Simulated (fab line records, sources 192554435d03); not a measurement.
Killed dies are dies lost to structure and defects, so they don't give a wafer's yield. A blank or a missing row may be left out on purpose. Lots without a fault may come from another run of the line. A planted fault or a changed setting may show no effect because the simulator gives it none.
Which tool did it? | flow n5_finfet | 20 lots, 60 wafers sampled, at 6 steps of a route of 1938

WHAT THE GAUGES READ, wafer by wafer
The record holds no reading of a measuring or inspecting step that can be judged against a usual standard deviation.

WHICH TOOL RAN EACH LOT (tool, then ch and the chambers of the sampled wafers, then the start)
lot  | N5_BEOL_M2_DESCUM_33               | N5_BEOL_M2_ETCH_70                 | N5_BEOL_M2_STRIP_97                           | N5_BEOL_M2_SPUTTER_81        | N5_BEOL_M2_ANNEAL_91         | N5_BEOL_M2_CMP_52
L074 | rie_diel-05 ch 0,1,2, day 6 23:59  | rie_diel-06 ch 0,1,2, day 7 09:26  | rie_diel-06 ch 0,1,2, day 7 11:47 or earlier  | pvd_sputter-01, day 7 11:47  | pvd_sputter-01, day 7 12:31  | cmp-01 ch 1,2,3, day 7 13:38
L076 | rie_diel-06 ch 0,3, day 7 08:47    | rie_diel-04 ch 0,1,2, day 7 13:02  | rie_diel-04 ch 0,1,2, day 7 15:00 or earlier  | pvd_sputter-02, day 7 15:00  | pvd_sputter-02, day 7 15:44  | cmp-01 ch 1,2,3, day 7 16:53
L077 | rie_diel-04 ch 1,2,3, day 7 18:59  | rie_diel-05 ch 2,3, day 7 22:14    | rie_diel-05 ch 2,3, day 8 01:23 or earlier    | pvd_sputter-01, day 8 01:23  | pvd_sputter-01, day 8 02:08  | cmp-02 ch 0,1,3, day 8 03:19
L078 | rie_diel-06 ch 0,1,2, day 7 23:35  | rie_diel-04 ch 0,2,3, day 8 02:29  | rie_diel-04 ch 0,2,3, day 8 04:19 or earlier  | pvd_sputter-01, day 8 04:19  | pvd_sputter-01, day 8 05:03  | cmp-04 ch 1,2,3, day 8 06:08
L079 | rie_diel-04 ch 1,2,3, day 8 09:57  | rie_diel-04 ch 0,1,3, day 8 14:02  | rie_diel-04 ch 0,1,3, day 8 16:10 or earlier  | pvd_sputter-02, day 8 16:10  | pvd_sputter-02, day 8 16:55  | cmp-01 ch 1,2, day 8 20:39
L081 | rie_diel-05 ch 0,1, day 8 19:38    | rie_diel-04 ch 1,2,3, day 8 20:17  | rie_diel-04 ch 1,2,3, day 8 21:50 or earlier  | pvd_sputter-03, day 8 21:50  | pvd_sputter-03, day 8 22:34  | cmp-02 ch 0,2,3, day 9 01:28
L080 | rie_diel-05 ch 1,2, day 8 19:50    | rie_diel-05 ch 0,1,2, day 8 20:24  | rie_diel-05 ch 0,1,2, day 8 21:58 or earlier  | pvd_sputter-01, day 8 21:58  | pvd_sputter-01, day 8 22:43  | cmp-04 ch 0,2,3, day 9 01:44
L082 | rie_diel-04 ch 0,3, day 8 20:37    | rie_diel-04 ch 1,2,3, day 8 20:55  | rie_diel-04 ch 1,2,3, day 8 23:58 or earlier  | pvd_sputter-02, day 8 23:58  | pvd_sputter-02, day 9 00:43  | cmp-02 ch 1,2, day 9 03:17
L083 | rie_diel-06 ch 0,2, day 9 04:13    | rie_diel-04 ch 1,3, day 9 09:49    | rie_diel-04 ch 1,3, day 9 11:40 or earlier    | pvd_sputter-01, day 9 11:40  | pvd_sputter-01, day 9 12:24  | cmp-02 ch 0,2, day 9 14:44
L084 | rie_diel-06 ch 1,2, day 9 06:08    | rie_diel-06 ch 2,3, day 9 09:56    | rie_diel-06 ch 2,3, day 9 13:30 or earlier    | pvd_sputter-01, day 9 13:30  | pvd_sputter-01, day 9 14:14  | cmp-02 ch 0,2, day 9 15:20
L085 | rie_diel-05 ch 0,2, day 9 12:00    | rie_diel-04 ch 1,3, day 9 14:53    | rie_diel-04 ch 1,3, day 9 16:56 or earlier    | pvd_sputter-01, day 9 16:56  | pvd_sputter-01, day 9 17:41  | cmp-01 ch 1,2,3, day 9 19:28
L086 | rie_diel-06 ch 1,2,3, day 9 12:32  | rie_diel-06 ch 1,2,3, day 10 17:00 | rie_diel-06 ch 1,2,3, day 10 18:40 or earlier | pvd_sputter-03, day 10 18:40 | pvd_sputter-03, day 10 19:24 | cmp-02 ch 0,1,3, day 11 00:07
L088 | rie_diel-04 ch 0,1,3, day 10 06:13 | rie_diel-04 ch 0,2,3, day 10 17:27 | rie_diel-04 ch 0,2,3, day 10 20:24 or earlier | pvd_sputter-01, day 10 20:24 | pvd_sputter-01, day 10 21:08 | cmp-04 ch 1,2, day 11 02:06
L087 | rie_diel-06 ch 1,2,3, day 10 11:13 | rie_diel-05 ch 0,1,2, day 10 21:37 | rie_diel-05 ch 0,1,2, day 10 23:38 or earlier | pvd_sputter-03, day 10 23:38 | pvd_sputter-03, day 11 00:23 | cmp-04 ch 1,2,3, day 11 05:59
L090 | rie_diel-06 ch 0,1,3, day 11 09:15 | rie_diel-04 ch 2,3, day 11 10:19   | rie_diel-04 ch 2,3, day 11 11:52 or earlier   | pvd_sputter-03, day 11 11:52 | pvd_sputter-03, day 11 12:36 | cmp-01 ch 0,1,2, day 11 14:40
L093 | rie_diel-06 ch 0,1,3, day 11 16:07 | rie_diel-05 ch 0,1,3, day 12 06:43 | rie_diel-05 ch 0,1,3, day 12 10:59 or earlier | pvd_sputter-01, day 12 10:59 | pvd_sputter-01, day 12 11:43 | cmp-04 ch 0,2,3, day 12 12:48
L094 | rie_diel-04 ch 0,1,3, day 12 12:50 | rie_diel-04 ch 0,1,3, day 12 16:16 | rie_diel-04 ch 0,1,3, day 12 18:55 or earlier | pvd_sputter-01, day 12 18:55 | pvd_sputter-01, day 12 19:39 | cmp-02 ch 1,2,3, day 12 20:43
L095 | rie_diel-05 ch 0,1,3, day 12 14:28 | rie_diel-05 ch 0,1, day 13 04:35   | rie_diel-05 ch 0,1, day 13 07:06 or earlier   | pvd_sputter-03, day 13 07:06 | pvd_sputter-03, day 13 07:50 | cmp-04 ch 1,3, day 13 09:17
L096 | rie_diel-04 ch 0,1, day 12 22:48   | rie_diel-05 ch 1,2,3, day 13 18:33 | rie_diel-05 ch 1,2,3, day 13 20:22 or earlier | pvd_sputter-02, day 13 20:22 | pvd_sputter-02, day 13 21:07 | cmp-04 ch 0,2,3, day 13 22:16
L097 | rie_diel-06 ch 0,1, day 13 05:10   | rie_diel-06 ch 0,3, day 13 22:43   | rie_diel-06 ch 0,3, day 14 00:36 or earlier   | pvd_sputter-03, day 14 00:36 | pvd_sputter-03, day 14 01:20 | cmp-02 ch 0,1,2, day 14 02:29
- N5_BEOL_M2_DESCUM_33: chemistry O2, time 7 s.
- N5_BEOL_M2_ETCH_70: etches SOC in N2/H2, target depth 80 nm, overetch 24 nm, time 130 s.
- N5_BEOL_M2_STRIP_97: strips in N2/H2, time 10 s.
- N5_BEOL_M2_SPUTTER_81: material Cu, target thk 4.5 nm, time 8.29 s.
- N5_BEOL_M2_ANNEAL_91: time 240 s.
- N5_BEOL_M2_CMP_52: polishes, stops on SiOC, t overpolish 6.8 s, target thk 40 nm.

WHAT THE TOOLS THEMSELVES READ (means of the sampled wafers that have a number; where no wafer has one, the mark that the record gives instead)
N5_BEOL_M2_DESCUM_33. Usual: drypump_motor_current_A 5.71 A, standard deviation 0.26; oes_product_au 0.83 a.u., standard deviation 0.089; rf_fwd_power_W 49.34 W, standard deviation 0.27; rf_vpp_V 243.6 V, standard deviation 1.4; showerhead_plenum_p_Torr 2.12 Torr, standard deviation 0.075; temp_c 39.99 C, standard deviation 0.11; throttle_valve_pct 20.27 %, standard deviation 0.3.
lot  | tool        | drypump_motor_current_A (A) | oes_product_au (a.u.) | rf_fwd_power_W (W) | rf_vpp_V (V) | showerhead_plenum_p_Torr (Torr) | temp_c (C) | throttle_valve_pct (%) | flag
L074 | rie_diel-05 | 5.82                        | 0.87                  | 49.47              | 243.0        | 2.12                            | 39.99      | 20.15                  |
L076 | rie_diel-06 | 5.48                        | 0.81                  | 49.26              | 244.6        | 2.18                            | 40.04      | 20.31                  |
L077 | rie_diel-04 | 5.84                        | 0.85                  | 49.64              | 243.6        | 2.11                            | 40.02      | 20.51                  |
L078 | rie_diel-06 | 5.67                        | 0.86                  | 49.07              | 243.9        | 2.16                            | 40.00      | 20.20                  |
L079 | rie_diel-04 | 5.83                        | 0.84                  | 49.40              | 243.7        | 2.11                            | 39.94      | 20.51                  |
L081 | rie_diel-05 | 5.72                        | 0.87                  | 49.35              | 243.3        | 2.13                            | 40.00      | 19.95                  |
L080 | rie_diel-05 | 6.05                        | 0.86                  | 49.37              | 244.0        | 2.11                            | 39.98      | 20.26                  |
L082 | rie_diel-04 | 5.83                        | 0.81                  | 49.28              | 244.4        | 2.18                            | 39.93      | 20.43                  |
L083 | rie_diel-06 | 5.72                        | 0.85                  | 49.23              | 245.2        | 2.21                            | 40.02      | 20.13                  |
L084 | rie_diel-06 | 5.68                        | 0.85                  | 48.86              | 243.5        | 2.15                            | 40.09      | 20.07                  |
L085 | rie_diel-05 | 5.77                        | 0.79                  | 49.45              | 243.6        | 2.11                            | 40.00      | 20.34                  |
L086 | rie_diel-06 | 5.52                        | 0.89                  | 49.09              | 243.8        | 2.13                            | 40.06      | 19.99                  |
L088 | rie_diel-04 | 5.84                        | 0.81                  | 49.50              | 243.6        | 2.13                            | 39.90      | 20.37                  |
L087 | rie_diel-06 | 5.54                        | 0.88                  | 49.08              | 244.7        | 2.12                            | 40.05      | 19.99                  |
L090 | rie_diel-06 | 5.49                        | 0.85                  | 49.13              | 243.4        | 2.12                            | 39.89      | 20.15                  |
L093 | rie_diel-06 | 5.47                        | 0.85                  | 49.11              | 243.3        | 2.12                            | 40.01      | 20.15                  |
L094 | rie_diel-04 | 5.84                        | 0.89                  | 49.58              | 243.6        | 2.13                            | 39.96      | 20.27                  |
L095 | rie_diel-05 | 5.76                        | 0.84                  | 49.54              | 243.0        | 2.09                            | 39.97      | 20.14                  |
L096 | rie_diel-04 | 5.63                        | 0.91                  | 49.56              | 242.9        | 2.08                            | 40.01      | 20.14                  |
L097 | rie_diel-06 | 5.58                        | 0.80                  | 49.33              | 242.8        | 2.09                            | 40.01      | 20.33                  |

N5_BEOL_M2_ETCH_70. Usual: drypump_motor_current_A 5.75 A, standard deviation 0.28; oes_product_au 0.61 a.u., standard deviation 0.068; rf_fwd_power_W 836.1 W, standard deviation 2.8; rf_vpp_V 524.5 V, standard deviation 2.7; showerhead_plenum_p_Torr 2.57 Torr, standard deviation 0.093; temp_c 40.01 C, standard deviation 0.11; throttle_valve_pct 17.8 %, standard deviation 0.33.
lot  | tool        | drypump_motor_current_A (A) | oes_product_au (a.u.) | rf_fwd_power_W (W) | rf_vpp_V (V) | showerhead_plenum_p_Torr (Torr) | temp_c (C) | throttle_valve_pct (%) | flag
L074 | rie_diel-06 | 5.67                        | 0.64                  | 833.2              | 526.0        | 2.63                            | 40.02      | 17.6                   |
L076 | rie_diel-04 | 5.66                        | 0.58                  | 835.4              | 522.9        | 2.51                            | 40.01      | 17.9                   |
L077 | rie_diel-05 | 5.99                        | 0.54                  | 835.5              | 523.0        | 2.53                            | 39.95      | 18.1                   |
L078 | rie_diel-04 | 5.64                        | 0.56                  | 835.9              | 523.4        | 2.55                            | 40.00      | 18.0                   |
L079 | rie_diel-04 | 5.84                        | 0.61                  | 836.5              | 525.8        | 2.61                            | 40.09      | 17.7                   |
L081 | rie_diel-04 | 5.86                        | 0.62                  | 835.9              | 523.7        | 2.58                            | 39.99      | 17.9                   |
L080 | rie_diel-05 | 5.85                        | 0.62                  | 834.2              | 524.6        | 2.57                            | 40.06      | 17.6                   |
L082 | rie_diel-04 | 5.84                        | 0.61                  | 837.4              | 525.2        | 2.58                            | 39.93      | 17.9                   |
L083 | rie_diel-04 | 6.03                        | 0.67                  | 837.1              | 526.3        | 2.64                            | 40.03      | 17.7                   |
L084 | rie_diel-06 | 5.44                        | 0.70                  | 830.7              | 526.6        | 2.63                            | 40.04      | 17.3                   |
L085 | rie_diel-04 | 6.05                        | 0.64                  | 837.4              | 527.0        | 2.67                            | 40.00      | 17.7                   |
L086 | rie_diel-06 | 5.53                        | 0.65                  | 832.7              | 524.5        | 2.58                            | 39.99      | 17.4                   |
L088 | rie_diel-04 | 5.64                        | 0.54                  | 836.0              | 524.6        | 2.54                            | 40.00      | 18.0                   |
L087 | rie_diel-05 | 5.86                        | 0.60                  | 837.1              | 524.9        | 2.57                            | 40.00      | 17.6                   |
L090 | rie_diel-04 | 5.85                        | 0.58                  | 838.1              | 524.7        | 2.60                            | 40.08      | 18.0                   |
L093 | rie_diel-05 | 5.75                        | 0.62                  | 835.6              | 523.0        | 2.54                            | 40.11      | 17.6                   |
L094 | rie_diel-04 | 5.81                        | 0.64                  | 837.0              | 525.0        | 2.59                            | 40.04      | 17.7                   |
L095 | rie_diel-05 | 5.65                        | 0.58                  | 834.5              | 524.0        | 2.55                            | 40.00      | 17.5                   |
L096 | rie_diel-05 | 5.93                        | 0.63                  | 837.5              | 522.9        | 2.54                            | 40.09      | 17.7                   |
L097 | rie_diel-06 | 5.47                        | 0.61                  | 835.2              | 526.1        | 2.65                            | 40.03      | 17.7                   |

N5_BEOL_M2_STRIP_97. Usual: drypump_motor_current_A 5.75 A, standard deviation 0.28; oes_product_au 0.82 a.u., standard deviation 0.099; rf_vpp_V 59.2 V, standard deviation 0.85; showerhead_plenum_p_Torr 2.57 Torr, standard deviation 0.093; temp_c 40.01 C, standard deviation 0.11; throttle_valve_pct 23.6 %, standard deviation 0.38.
lot  | tool        | drypump_motor_current_A (A) | oes_product_au (a.u.) | rf_vpp_V (V) | showerhead_plenum_p_Torr (Torr) | temp_c (C) | throttle_valve_pct (%) | flag
L074 | rie_diel-06 | 5.65                        | 0.86                  | 59.1         | 2.63                            | 40.00      | 23.5                   |
L076 | rie_diel-04 | 5.65                        | 0.78                  | 58.9         | 2.51                            | 40.06      | 23.8                   |
L077 | rie_diel-05 | 5.97                        | 0.73                  | 58.4         | 2.53                            | 40.05      | 24.1                   |
L078 | rie_diel-04 | 5.64                        | 0.74                  | 59.4         | 2.54                            | 40.09      | 23.9                   |
L079 | rie_diel-04 | 5.81                        | 0.84                  | 59.8         | 2.60                            | 40.03      | 23.6                   |
L081 | rie_diel-04 | 5.86                        | 0.84                  | 59.9         | 2.57                            | 40.04      | 23.8                   |
L080 | rie_diel-05 | 5.85                        | 0.84                  | 59.5         | 2.57                            | 40.07      | 23.4                   |
L082 | rie_diel-04 | 5.84                        | 0.84                  | 59.0         | 2.57                            | 40.02      | 23.8                   |
L083 | rie_diel-04 | 6.05                        | 0.91                  | 59.6         | 2.63                            | 40.06      | 23.5                   |
L084 | rie_diel-06 | 5.43                        | 0.95                  | 59.0         | 2.63                            | 39.93      | 23.2                   |
L085 | rie_diel-04 | 6.05                        | 0.89                  | 58.8         | 2.66                            | 39.90      | 23.6                   |
L086 | rie_diel-06 | 5.56                        | 0.88                  | 60.3         | 2.58                            | 40.01      | 23.4                   |
L088 | rie_diel-04 | 5.64                        | 0.73                  | 59.0         | 2.53                            | 40.03      | 23.9                   |
L087 | rie_diel-05 | 5.85                        | 0.82                  | 59.7         | 2.56                            | 40.11      | 23.4                   |
L090 | rie_diel-04 | 5.85                        | 0.79                  | 58.6         | 2.60                            | 40.00      | 23.9                   |
L093 | rie_diel-05 | 5.76                        | 0.84                  | 59.4         | 2.54                            | 40.07      | 23.4                   |
L094 | rie_diel-04 | 5.82                        | 0.89                  | 59.1         | 2.59                            | 39.93      | 23.6                   |
L095 | rie_diel-05 | 5.66                        | 0.78                  | 59.4         | 2.54                            | 40.00      | 23.2                   |
L096 | rie_diel-05 | 5.97                        | 0.84                  | 59.3         | 2.54                            | 39.95      | 23.6                   |
L097 | rie_diel-06 | 5.49                        | 0.84                  | 59.7         | 2.65                            | 39.95      | 23.6                   |

N5_BEOL_M2_SPUTTER_81. Usual: chuck_gas_flow_sccm 1.26 sccm, standard deviation 0.055; chuck_sensor_temp_C -16.0 C, standard deviation 0.35; throttle_valve_pct 30.6 %, standard deviation 0.95.
lot  | tool           | chuck_gas_flow_sccm (sccm) | chuck_sensor_temp_C (C) | throttle_valve_pct (%) | flag
L074 | pvd_sputter-01 | 1.30                       | -16.1                   | 30.4                   |
L076 | pvd_sputter-02 | 1.23                       | -16.3                   | 31.7                   |
L077 | pvd_sputter-01 | 1.25                       | -16.1                   | 30.6                   |
L078 | pvd_sputter-01 | 1.24                       | -15.9                   | 30.9                   |
L079 | pvd_sputter-02 | 1.32                       | -16.4                   | 32.0                   |
L081 | pvd_sputter-03 | 1.29                       | -16.1                   | 31.0                   |
L080 | pvd_sputter-01 | 1.25                       | -15.9                   | 30.2                   |
L082 | pvd_sputter-02 | 1.28                       | -16.2                   | 30.7                   |
L083 | pvd_sputter-01 | 1.36                       | -15.6                   | 30.5                   |
L084 | pvd_sputter-01 | 1.29                       | -16.2                   | 30.5                   |
L085 | pvd_sputter-01 | 1.25                       | -16.1                   | 30.4                   |
L086 | pvd_sputter-03 | 1.26                       | -15.9                   | 29.9                   |
L088 | pvd_sputter-01 | 1.29                       | -15.6                   | 30.9                   |
L087 | pvd_sputter-03 | 1.22                       | -15.9                   | 29.6                   |
L090 | pvd_sputter-03 | 1.29                       | -16.2                   | 30.8                   |
L093 | pvd_sputter-01 | 1.23                       | -15.8                   | 30.8                   |
L094 | pvd_sputter-01 | 1.24                       | -15.8                   | 30.9                   |
L095 | pvd_sputter-03 | 1.21                       | -16.3                   | 31.1                   |
L096 | pvd_sputter-02 | 1.19                       | -16.2                   | 30.6                   |
L097 | pvd_sputter-03 | 1.30                       | -15.7                   | 29.4                   |

N5_BEOL_M2_ANNEAL_91. Usual: heater_power_w 827 W, standard deviation 120.
lot  | tool           | heater_power_w (W) | flag
L074 | pvd_sputter-01 | 764                |
L076 | pvd_sputter-02 | 886                |
L077 | pvd_sputter-01 | 879                |
L078 | pvd_sputter-01 | 757                |
L079 | pvd_sputter-02 | 830                |
L081 | pvd_sputter-03 | 848                |
L080 | pvd_sputter-01 | 793                |
L082 | pvd_sputter-02 | 898                |
L083 | pvd_sputter-01 | 654                |
L084 | pvd_sputter-01 | 779                |
L085 | pvd_sputter-01 | 764                |
L086 | pvd_sputter-03 | 779                |
L088 | pvd_sputter-01 | 771                |
L087 | pvd_sputter-03 | 806                |
L090 | pvd_sputter-03 | 841                |
L093 | pvd_sputter-01 | 768                |
L094 | pvd_sputter-01 | 760                |
L095 | pvd_sputter-03 | 804                |
L096 | pvd_sputter-02 | 891                |
L097 | pvd_sputter-03 | 776                |

N5_BEOL_M2_CMP_52. Usual: barrier_field_endpoint_s 24.8 s, standard deviation 0.59; motor_current_A 5.8 A, standard deviation 0.54; overpolish_run_s 6.800 s, standard deviation 0.0093; pad_life_wafers 1122, standard deviation 390; slurry_flow_ml_min 150.0, standard deviation 0.4; time_to_endpoint_s 63 s, standard deviation 3.2.
lot  | tool   | barrier_field_endpoint_s (s) | motor_current_A (A) | overpolish_run_s (s) | pad_life_wafers | slurry_flow_ml_min | time_to_endpoint_s (s) | flag
L074 | cmp-01 | 24.9                         | 5.7                 | 6.804                | 860             | 150.0              | 66                     |
L076 | cmp-01 | 24.7                         | 5.6                 | 6.802                | 884             | 150.1              | 66                     |
L077 | cmp-02 | 24.5                         | 6.1                 | 6.803                | 501             | 149.5              | 63                     |
L078 | cmp-04 | 24.0                         | 6.2                 | 6.789                | 859             | 149.9              | 59                     |
L079 | cmp-01 | 25.3                         | 5.7                 | 6.799                | 1092            | 150.3              | 65                     |
L081 | cmp-02 | 25.1                         | 6.2                 | 6.803                | 644             | 150.6              | 64                     |
L080 | cmp-04 | 25.2                         | 5.7                 | 6.801                | 998             | 150.3              | 62                     |
L082 | cmp-02 | 24.9                         | 5.3                 | 6.799                | 654             | 150.3              | 64                     |
L083 | cmp-02 | 24.5                         | 6.0                 | 6.794                | 751             | 150.3              | 62                     |
L084 | cmp-02 | 25.0                         | 6.3                 | 6.799                | 757             | 149.6              | 64                     |
L085 | cmp-01 | 24.6                         | 5.5                 | 6.795                | 1310            | 149.8              | 63                     |
L086 | cmp-02 | 24.7                         | 6.0                 | 6.799                | 1058            | 150.3              | 64                     |
L088 | cmp-04 | 23.5                         | 6.1                 | 6.803                | 1224            | 150.2              | 57                     |
L087 | cmp-04 | 24.3                         | 6.3                 | 6.809                | 1250            | 150.3              | 60                     |
L090 | cmp-01 | 24.7                         | 5.5                 | 6.798                | 1604            | 150.0              | 62                     |
L093 | cmp-04 | 25.3                         | 5.9                 | 6.807                | 1484            | 149.5              | 66                     |
L094 | cmp-02 | 24.3                         | 5.8                 | 6.802                | 1441            | 150.1              | 62                     |
L095 | cmp-04 | 24.9                         | 6.5                 | 6.806                | 1646            | 150.2              | 66                     |
L096 | cmp-04 | 25.6                         | 5.9                 | 6.800                | 1754            | 150.2              | 69                     |
L097 | cmp-02 | 24.8                         | 5.8                 | 6.796                | 1688            | 150.1              | 65                     |

THE ANSWER, worked out from the rows above alone
Rule: a lot is off if the mean of its wafers that have a number lies more than 3 standard deviations from the usual mean. A lot without any number at a reading at which 4 lots or more have one is off too. The other lots that the step has rows for count as sound. The gauges are gone through in route order, then the tools' own readings, and for those a lot's mean is taken as printed above. The first step at which some lot is off is used, and at that step the reading that is off furthest; a lot without a number counts as furthest.
No lot is off at any reading shown: from this, nothing can be told.

WHAT THE SIMULATOR HAD PUT IN
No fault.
